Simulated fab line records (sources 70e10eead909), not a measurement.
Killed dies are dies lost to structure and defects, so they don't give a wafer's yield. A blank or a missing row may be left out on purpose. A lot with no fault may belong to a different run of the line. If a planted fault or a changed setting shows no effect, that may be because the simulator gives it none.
Comparing a struck lot with a sound one + flow nand harc + 15 out of 1302 route steps
Sound: the wafers L689.1, L689.2, L689.3. Struck: wafer L701.5. (L701.1, L701.3 of the same lot were not struck and are left out.) The cause comes at the end.
Each step with rows lists, per side, the tool, then ch with its chambers, then its first start. Under that, the readings that differ: sound wafers + struck wafers + difference of the means + sigmas: that difference in standard deviations of wafers without a fault.
alike: words and numbers the same on both sides, and readings whose means are apart by under 2 such deviations; not compared: readings that were withheld, readings missing a value for some wafer, numbers with overlapping values and no deviation given by the record, and bounds like >300 which may hide the same value.
The two part at a step that has a row with sigmas, a row that says differs or no value, or rows on one side only. Numbers that don't overlap but have no deviation are shown without sigmas and don't part them. A reading that every wafer of one side lacks parts them only if that side has two wafers or more.

NHARC_A_ONON_D2_THK_MEAS_08: measures by ellipsometry.
  sound on film metro-01, day 13 08:56; struck on film metro-02, day 18 19:40
| reading     | sound       | struck | difference | sigmas |
|-------------|-------------|--------|------------|--------|
| thk nm (nm) | 983 983 983 | 1003   | +20        | +2     |
then NHARC_A_ONON_D2_DEP_09 (target thk 1000 nm), 1 step lacking rows for these wafers.
NHARC_A_ONON_D2_THK_MEAS_11: measures by ellipsometry.
  sound on film metro-02, day 13 09:30; struck on film metro-01, day 18 20:13
  alike: thk nm
then NHARC_A_ONON_D2_DEP_12 (target thk 1000 nm), 1 step lacking rows for these wafers.
NHARC_A_ONON_D2_THK_MEAS_14: measures by ellipsometry.
  sound on film metro-01, day 13 10:04; struck on film metro-01, day 18 20:47
  alike: thk nm
then, 2 steps without rows for these wafers: NHARC_A_ONON_D2_ANNEAL_15 (time 3600 s); NHARC_A_ONON_D2_DEP_16 (target thk 1000 nm).
NHARC_A_ONON_D2_THK_MEAS_18: measures by ellipsometry.
  sound on film metro-02, day 13 17:29; struck on film metro-01, day 19 04:59
  alike: thk nm
then NHARC_A_ONON_D2_DEP_19 (target thk 1000 nm), 1 step lacking rows for these wafers.
NHARC_A_ONON_D2_THK_MEAS_21: measures by ellipsometry.
  sound on film metro-01, day 13 18:03; struck on film metro-02, day 19 05:33
  alike: thk nm
then NHARC_A_ONON_D2_DEP_22 (target thk 1000 nm), 1 step lacking rows for these wafers.
NHARC_A_ONON_D2_THK_MEAS_24: measures by ellipsometry.
  sound on film metro-02, day 13 18:37; struck on film metro-02, day 19 06:07
| reading     | sound       | struck | difference | sigmas |
|-------------|-------------|--------|------------|--------|
| thk nm (nm) | 983 982 983 | 1008   | +25        | +3     |
NHARC_A_ONON_D2_DEP_25: target thk 1000 nm.
  sound on pecvd onon-02 ch 0, day 13 18:40; struck on pecvd onon-02 ch 0, day 19 06:11
  alike: n2o flow sccm
NHARC_A_ONON_D2_THK_MEAS_27: measures by ellipsometry.
  sound on film metro-02, day 13 19:11; struck on film metro-02, day 19 06:52
| reading     | sound          | struck | difference | sigmas |
|-------------|----------------|--------|------------|--------|
| thk nm (nm) | 1010 1012 1010 | 771    | -240       | -20    |
  not compared: hold
-- the record jumps here: 11 days lie between the struck wafers' starts before and after (it left off in module A_ONON_D2 and takes up again in module END, whose first step shown is number 1302 of the route) --
NHARC_END_SORT_01:
  sound on prober-01 ch 0, day 25 11:47; struck on prober-02 ch 0, day 30 12:02
| reading         | sound    | struck                   | difference                   | sigmas |
|-----------------|----------|--------------------------|------------------------------|--------|
| hold            | - - -    | await dispo/6.4h/release | no value on the sound wafers |        |
| killed at array | 53 47 53 | 673                      | +622                         | +35    |
| killed dies     | 59 56 61 | 677                      | +618                         | +34    |
  alike: killed at other, killed at periphery, killed open, killed short

WHERE THEY PART
Last at NHARC_END_SORT_01 as far as this record goes, first at NHARC_A_ONON_D2_THK_MEAS_08.

WHY: what had been put in by the simulator
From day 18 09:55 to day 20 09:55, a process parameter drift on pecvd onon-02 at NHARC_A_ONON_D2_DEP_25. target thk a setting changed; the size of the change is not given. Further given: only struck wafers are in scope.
